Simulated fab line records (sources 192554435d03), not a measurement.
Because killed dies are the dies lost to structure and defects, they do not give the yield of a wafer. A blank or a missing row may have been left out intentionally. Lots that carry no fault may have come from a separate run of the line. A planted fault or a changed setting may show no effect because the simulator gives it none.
Matching of chambers + flow n5 finfet + N5_BEOL_M5_DEP_56 on pecvd-02: 3 sister chambers
The step deposits SiCN from 3MS/NH3, target thk 8 nm, time 14 s. 16 wafers are shown with their chamber, then 8 later ones without.

== EACH WAFER AND ITS CHAMBER ==
| wafer  | chamber | throttle valve pct (%) | showerhead plenum p Torr (Torr) |
|--------|---------|------------------------|---------------------------------|
| L075.1 | 1       | 9.2                    | 3.659                           |
| L075.4 | 1       | 9.1                    | 3.658                           |
| L075.6 | 2       | 8.8                    | 3.652                           |
| L077.2 | 1       | 9.1                    | 3.664                           |
| L077.3 | 2       | 9.0                    | 3.651                           |
| L077.4 | 0       | 9.5                    | 3.656                           |
| L083.3 | 0       | 9.8                    | 3.653                           |
| L083.4 | 1       | 9.0                    | 3.659                           |
| L083.6 | 2       | 9.0                    | 3.682                           |
| L085.3 | 2       | 8.9                    | 3.668                           |
| L085.4 | 1       | 8.9                    | 3.664                           |
| L085.5 | 2       | 9.1                    | 3.669                           |
| L086.3 | 0       | 9.9                    | 3.658                           |
| L086.5 | 2       | 9.0                    | 3.667                           |
| L086.6 | 0       | 9.7                    | 3.671                           |
| L087.2 | 2       | 9.0                    | 3.663                           |

SIGNATURES (means of the wafers above)
| reading                  | chamber 0 | chamber 1 | chamber 2 | scatter within a chamber |
|--------------------------|-----------|-----------|-----------|--------------------------|
| throttle valve pct       | 9.725     | 9.060     | 8.971     | 0.122                    |
| showerhead plenum p Torr | 3.65950   | 3.66080   | 3.66457   | 0.00836                  |
Rule: a wafer's distance from a chamber is the root of the sum, over the readings, of the square of ((its reading less the chamber's mean) divided by the reading's scatter). If the next closest chamber is less than 2 further off than the closest, the wafer can't be placed; otherwise it belongs to the closest. The scatter: the root of (the sum of the squares of (reading less its chamber's mean) over the shown wafers, divided by (wafers less chambers)).

== WAFERS WHOSE CHAMBER IS MISSING ==
| wafer  | throttle valve pct (%) | showerhead plenum p Torr (Torr) |
|--------|------------------------|---------------------------------|
| L087.3 | 9.0                    | 3.669                           |
| L087.5 | 8.6                    | 3.659                           |
| L093.1 | 9.4                    | 3.659                           |
| L093.3 | 9.2                    | 3.669                           |
| L093.5 | 9.1                    | 3.664                           |
| L095.3 | 9.8                    | 3.661                           |
| L095.4 | 9.9                    | 3.660                           |
| L095.6 | 9.3                    | 3.660                           |

== WHICH CHAMBER EACH WENT THROUGH ==
| wafer  | from the rows above          | in truth |
|--------|------------------------------|----------|
| L087.3 | can't be placed: 2 or 1      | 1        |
| L087.5 | can't be placed: 2 or 1      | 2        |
| L093.1 | can't be placed: 0 or 1 or 2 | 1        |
| L093.3 | can't be placed: 1 or 2      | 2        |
| L093.5 | can't be placed: 1 or 2      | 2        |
| L095.3 | 0                            | 0        |
| L095.4 | 0                            | 0        |
| L095.6 | can't be placed: 1 or 2 or 0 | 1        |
Correctly placed: 2 of 8. Unplaceable from these rows: 6, with the true chamber sitting among the candidates in 6. Placed wrongly: 0.
